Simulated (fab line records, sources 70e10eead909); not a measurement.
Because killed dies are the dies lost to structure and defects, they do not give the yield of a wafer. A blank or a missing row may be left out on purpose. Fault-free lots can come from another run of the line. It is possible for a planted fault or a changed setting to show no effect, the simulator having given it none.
Matching of chambers ; flow nand harc ; NHARC_P_GATE_DESCUM_48 on rie diel-10 has 4 sister chambers
The step chemistry O2, time 3 s. 4 wafers are shown with their chamber, then 7 later ones without.

## WAFERS PAIRED WITH THEIR CHAMBERS
wafer;chamber;showerhead plenum p Torr (Torr)
L684.6;1;1.78
L685.5;2;1.78
L686.1;0;1.88
L686.3;3;1.78

## WAFERS WHOSE CHAMBER IS MISSING
wafer;showerhead plenum p Torr (Torr)
L686.4;1.78
L687.2;1.78
L687.3;1.78
L687.4;1.78
L689.1;1.78
L689.4;1.88
L689.6;1.79

## THE CHAMBER EACH PASSED THROUGH
wafer;from the rows above;in truth
L686.4;can't be placed: 1 or 2 or 3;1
L687.2;can't be placed: 1 or 2 or 3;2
L687.3;can't be placed: 1 or 2 or 3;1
L687.4;can't be placed: 1 or 2 or 3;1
L689.1;can't be placed: 1 or 2 or 3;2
L689.4;0;0
L689.6;can't be placed: 1 or 2 or 3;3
Correctly placed: 1 of 7. Unplaceable from these rows: 6, with the true chamber sitting among the candidates in 6. Number placed wrongly: 0.
How it was worked out, from the rows above alone: a wafer's distance from a chamber is the root of the sum, over the readings, of the square of ((its reading less the chamber's mean) divided by the reading's scatter). The wafer belongs to the nearest chamber; if the next one is less than 2 further off, it can't be placed. For every chamber, the mean is computed from those of its wafers that are shown. The scatter: with one shown wafer a chamber, the root of the mean of the squares of how far each hidden wafer lies from its nearest shown one.
